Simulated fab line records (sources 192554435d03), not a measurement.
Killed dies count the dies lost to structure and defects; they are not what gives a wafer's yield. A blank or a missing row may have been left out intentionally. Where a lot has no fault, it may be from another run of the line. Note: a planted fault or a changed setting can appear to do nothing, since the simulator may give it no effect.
A lot that was struck, set against a sound lot | flow n5_finfet | 16 out of 1938 route steps
Sound: these wafers, L514.2, L514.3, L514.5. Wafers struck: L527.1, L527.4, L527.5. The cause is given at the end.
For every step that has rows: the tool of each side, followed by ch and its chambers, followed by its first start. Under that, the readings that differ: sound wafers | struck wafers | difference of the means | sigmas: that difference in standard deviations of wafers without a fault.
alike: words and numbers the same on both sides, and readings whose means are apart by under 2 such deviations; not compared: readings that were withheld, readings missing a value for some wafer, numbers with overlapping values and no deviation given by the record, and bounds like >300 which may hide the same value.
The two part at a step that has a row with sigmas, a row that says differs or no value, or rows on one side only. Numbers that don't overlap but have no deviation are shown without sigmas and don't part them. A reading that every wafer of one side lacks parts them only if that side has two wafers or more.

first, 1 step without rows for these wafers: N5_BEOL_M2_CVD_47 (deposits Co from CCTBA/H2, target thk 3 nm, time 223.8 s).
N5_BEOL_M2_SPUTTER_48: material Cu, target thk 4.5 nm, time 8.29 s.
  struck on pvd_sputter-01, day 10 03:52; sound on pvd_sputter-02, day 7 03:15
  alike: throttle_valve_pct
then, 2 steps without rows for these wafers: N5_BEOL_M2_ANNEAL_49 (time 240 s); N5_BEOL_M2_SPUTTER_79 (material Cu, target thk 4.5 nm, time 8.29 s).
N5_BEOL_M2_ANNEAL_80: time 240 s.
  struck on pvd_sputter-01, day 10 04:10; sound on pvd_sputter-02, day 7 03:33
  alike: heater_power_w, susceptor_temp_C
N5_BEOL_M2_SPUTTER_81: material Cu, target thk 4.5 nm, time 8.29 s.
  struck on pvd_sputter-01, day 10 04:19; sound on pvd_sputter-02, day 7 03:41
  alike: throttle_valve_pct
then, 5 steps without rows for these wafers: N5_BEOL_M2_ANNEAL_82 (time 240 s); N5_BEOL_M2_SPUTTER_86 (material Cu, target thk 4.5 nm, time 8.29 s); N5_BEOL_M2_ANNEAL_87 (time 240 s); N5_BEOL_M2_SPUTTER_88 (material Cu, target thk 4.5 nm, time 8.29 s); N5_BEOL_M2_ANNEAL_89 (time 240 s).
N5_BEOL_M2_SPUTTER_90: material Cu, target thk 4.5 nm, time 8.29 s.
  struck on pvd_sputter-01, day 10 04:58; sound on pvd_sputter-02, day 7 04:21
  alike: throttle_valve_pct
N5_BEOL_M2_ANNEAL_91: time 240 s.
  struck on pvd_sputter-01, day 10 05:03; sound on pvd_sputter-02, day 7 04:26
  no value came back on the struck wafers for heater_power_w (W), susceptor_temp_C (C); on the sound wafers heater_power_w (W) reads 692 930 896
N5_BEOL_M2_SPUTTER_92: material Cu, target thk 4.5 nm, time 8.29 s.
  struck on pvd_sputter-01, day 10 05:11; sound on pvd_sputter-02, day 7 04:34
  alike: throttle_valve_pct
N5_BEOL_M4_RC_MEAS_101:
  sound on prober-01 ch 0, day 7 22:20; struck on prober-01 ch 0, day 11 06:19
  reading       | sound          | struck         | difference | sigmas
  DIBL_P (mV/V) | 38.7 38.0 37.6 | 35.7 33.1 34.6 | -3.6       | -2
  alike: DIBL_N, IOFF_N, IOFF_P, ION_N, ION_P, SS_N, SS_P, VT_N, VT_P
N5_PASSIVATION_PROBE_49:
  rows exist in the record for the sound wafers here (prober-02, day 12 14:53), none for the struck ones

== WHERE THEY PART ==
First at N5_BEOL_M2_ANNEAL_91; last, within this record, at N5_PASSIVATION_PROBE_49.

WHY: what the simulator had put in
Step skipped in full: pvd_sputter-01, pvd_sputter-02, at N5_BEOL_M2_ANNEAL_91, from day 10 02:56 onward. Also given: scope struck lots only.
